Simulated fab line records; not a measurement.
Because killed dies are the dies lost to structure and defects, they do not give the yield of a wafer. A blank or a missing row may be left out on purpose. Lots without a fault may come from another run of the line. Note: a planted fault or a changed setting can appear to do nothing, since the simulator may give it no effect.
One fault through the eyes of 2 desks + flow n5Finfet + each desk holds nothing but its own numbers, with what lay behind them at the end

== METROLOGY DESK ==
Means of the sampled wafers that have a number, per lot and without regard to the tool the lot ran on: this is what the gauges read. Any lot whose mean is over 4 standard deviations away from the usual mean is out of limits and marked OUT; that distance is given in the brackets. 7 of its 13 readings are shown, namely those furthest out on some lot.
Columns: A = DIBL_N at N5_BEOL_M4_RC_MEAS_101, usual 36.0 mV/V; B = DIBL_P at N5_BEOL_M4_RC_MEAS_101, usual 35.6 mV/V; C = ION_P at N5_BEOL_M4_RC_MEAS_101, usual 455 uA/um; D = VT_P at N5_BEOL_M4_RC_MEAS_101, usual -253 mV; E = M10_ILD_THK at N5_BEOL_M10_THK_MEAS_01, usual 268 nm; F = cdNm at N5_BEOL_M10_CD_MEAS_18, usual 69.9 nm; G = trenchDepthNm at N5_BEOL_M10_OCD_MEAS_38, usual 149.1 nm
| lot  | first seen here | A    | B    | C   | D    | E   | F    | G     |
|------|-----------------|------|------|-----|------|-----|------|-------|
| L442 | day 9 06:52     | 35.8 | 35.1 | 446 | -253 | 267 | 69.1 | 151.4 |
| L446 | day 11 01:13    | 37.4 | 38.5 | 461 | -252 | 268 | 69.3 | 148.6 |
| L445 | day 11 01:40    | 35.6 | 35.5 | 449 | -252 | 268 | 70.0 | 149.5 |
| L449 | day 12 13:13    | 34.5 | 34.8 | 460 | -252 | 262 | 69.7 | 147.2 |
| L458 | day 14 01:58    | 38.9 | 38.4 | 462 | -252 | 270 | 69.9 | 152.2 |
| L459 | day 14 19:54    | 37.6 | 37.1 | 457 | -252 | 265 | 69.7 | 148.0 |
| L462 | day 14 21:43    | 34.1 | 35.4 | 445 | -261 | 263 | 70.0 | 149.7 |
| L463 | day 16 01:31    | 35.4 | 34.6 | 460 | -250 | 264 | 70.0 | 151.3 |
This desk's finding: nothing out of limits on any of the 8 lots.

== DESK OF THE TOOL OWNER: rieDiel-04 ==
The tool's own readings at N5_BEOL_M10_ETCH_62 (etches SOC in N2/H2, target depth 110 nm, overetch 22 nm, time 165 s): means of the sampled wafers that have a number, for each lot that ran on this tool. Any lot whose mean is over 4 standard deviations away from the usual mean is out of limits and marked OUT; that distance is given in the brackets.
Columns: A = drypumpMotorCurrentA at N5_BEOL_M10_ETCH_62, usual 5.7 A; B = oesProductAu at N5_BEOL_M10_ETCH_62, usual 0.69 a.u.; C = rfVppV at N5_BEOL_M10_ETCH_62, usual 525.4 V; D = showerheadPlenumPTorr at N5_BEOL_M10_ETCH_62, usual 2.59 Torr; E = throttleValvePct at N5_BEOL_M10_ETCH_62, usual 17.6 %
| lot  | first seen here | A   | B    | C     | D    | E    |
|------|-----------------|-----|------|-------|------|------|
| L445 | day 13 00:22    | 5.8 | 0.68 | 524.9 | 2.55 | 17.6 |
| L446 | day 13 04:02    | 6.0 | 0.61 | 525.4 | 2.59 | 17.6 |
| L449 | day 14 11:04    | 6.2 | 0.60 | 525.3 | 2.59 | 17.8 |
| L462 | day 17 01:55    | 5.9 | 0.72 | 523.9 | 2.53 | 17.5 |
| L463 | day 18 06:14    | 6.1 | 0.75 | 524.4 | 2.55 | 17.6 |
This desk's finding: nothing out of limits on any of the 5 lots.

== TAKEN TOGETHER ==
The metrology desk saw nothing out of limits.
Nothing out of limits was seen by the tool owner's desk.

== WHAT WAS PUT IN BY THE SIMULATOR ==
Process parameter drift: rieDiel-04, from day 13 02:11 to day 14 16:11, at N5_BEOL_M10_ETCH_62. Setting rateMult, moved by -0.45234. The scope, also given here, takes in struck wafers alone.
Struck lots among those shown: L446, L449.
